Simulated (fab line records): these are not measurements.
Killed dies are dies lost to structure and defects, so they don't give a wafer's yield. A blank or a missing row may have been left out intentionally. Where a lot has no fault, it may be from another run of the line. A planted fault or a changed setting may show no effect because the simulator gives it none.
A lot that was struck, set against a sound lot | flow n5Finfet | 16 steps out of a route of 1938
Sound: these wafers, L466.1, L466.2, L466.6. The struck wafers were L463.1, L463.2, L463.3. The cause comes at the end.
Order at every step that has rows: each side's tool, ch and its chambers, its first start. Under that, the readings that differ: sound wafers | struck wafers | difference of the means | sigmas: that difference in standard deviations of wafers without a fault.
alike: same words and numbers on both sides, and readings whose means sit less than 2 such deviations apart. not compared: any withheld reading, any reading some wafer has no value for, any bound like >300 that may hide the same value, and any number with overlapping values for which the record gives no deviation.
Wherever a step has rows on one side only, a row that says differs or no value, or a row with sigmas, the two part there. When numbers do not overlap yet have no deviation, they are printed without sigmas and do not part them. A reading missing from all wafers of one side parts the sides only when that side holds two or more wafers.

N5_BEOL_M1_CMP_52: polishes, stops on SiOC, t overpolish 6.8 s, target thk 40 nm.
  sound on cmp-03 ch 1,2,3, day 10 15:19; struck on cmp-03 ch 0,1,3, day 10 00:43
  alike: barrierFieldEndpointS, motorCurrentA, overpolishRunS, timeToEndpointS
N5_BEOL_M1_THK_MEAS_53: measures by xrf.
  sound: filmMetro-01 at day 10 15:37; struck: filmMetro-01 at day 10 01:01
  alike: M1_THK
N5_BEOL_M1_PRE_CLEAN_60: time 15 s.
  sound on cvdCo-01 ch 0,1,2, day 10 15:38; struck on cvdCo-01 ch 0,1,2, day 10 01:03
  alike: heaterPowerW
N5_BEOL_M1_CO_CAP_55: material Co, precursor CCTBA/H2, target thk 2 nm, time 102.1 s.
  sound on cvdCo-01 ch 0,1,2, day 10 15:41; struck on cvdCo-01 ch 0,1,2, day 10 01:05
  alike: heaterPowerW
then, 2 steps without rows for these wafers: N5_BEOL_M1_PRE_CLEAN_56 (time 15 s); N5_BEOL_M1_DEP_57 (deposits SiCN from 3MS/NH3, target thk 8 nm, time 14 s).
N5_BEOL_M1_RS_MEAS_58: measures by four-point-probe.
  sound: filmMetro-01 at day 10 15:53; struck: filmMetro-02 at day 10 01:24
  alike: M1_RS
N5_BEOL_M1_INSPECT_59: inspects for defects (darkfield).
  sound: defectInspect-01 at day 10 15:55; struck: defectInspect-02 at day 10 01:25
  alike: rawDefectCount
then, 1 step without rows for these wafers: N5_BEOL_M2_ILD_DEP_00 (deposits SiOC from DEMS/O2, target thk 79 nm, time 15.3 s).
N5_BEOL_M2_THK_MEAS_01:
  sound: filmMetro-01 at day 10 16:05; struck: filmMetro-02 at day 10 01:32
  alike: M2_ILD_THK
N5_BEOL_M2_PECVD_72: deposits SiO2 from TEOS/O2, target thk 16 nm, time 18 s.
  sound on pecvd-04 ch 0,1,2, day 10 16:07; struck on pecvd-04 ch 1, day 10 01:34
  alike: heaterPowerW, showerheadPlenumPTorr, throttleValvePct
N5_BEOL_M2_HM_DEP_02: deposits TiN, target thk 20 nm.
  sound: pvdSputter-03 at day 10 16:37; struck: pvdSputter-03 at day 10 02:34
  alike: throttleValvePct
N5_BEOL_M2_COAT_61: time 60 s, resist thk 60 nm.
  sound on lithoTrack-02 ch 0, day 10 16:45; struck on lithoTrack-01 ch 0, day 10 02:42
reading               | sound                | struck               | difference | sigmas
heaterPowerTotalW (W) | 502.8 500.0 497.3    | 493.4 494.8 492.0    | -6.6       | -4
plateTempC (C)        | 250.16 249.87 250.08 | 247.63 247.45 247.37 | -2.55      | -17
  alike: chillPlateTempC, resistLineTempC
then, 1 step without rows for these wafers: N5_BEOL_M2_COAT_62 (time 60 s, resist thk 12 nm).
-- the record jumps here: 2 days lie between the struck wafers' starts before and after (it left off in module BEOL_M2 and takes up again in module BEOL_M4, whose first step shown is number 1111 of the route) --
N5_BEOL_M4_RC_MEAS_101:
  sound on prober-01 ch 0, day 13 03:00; struck on prober-01 ch 0, day 12 07:55
  alike: DIBL_N, DIBL_P, IOFF_N, IOFF_P, ION_N, ION_P, SS_N, SS_P, VT_N, VT_P
then, 1 step without rows for these wafers: N5_PASSIVATION_PROBE_49.

== WHERE THEY PART ==
At N5_BEOL_M2_COAT_61 and nowhere else, as far as this record goes. Later steps at which nothing parts them and some readings are alike: N5_BEOL_M4_RC_MEAS_101.

WHY: the cause the simulator had injected
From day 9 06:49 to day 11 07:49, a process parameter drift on lithoTrack-01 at N5_BEOL_M2_COAT_61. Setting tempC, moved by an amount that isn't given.
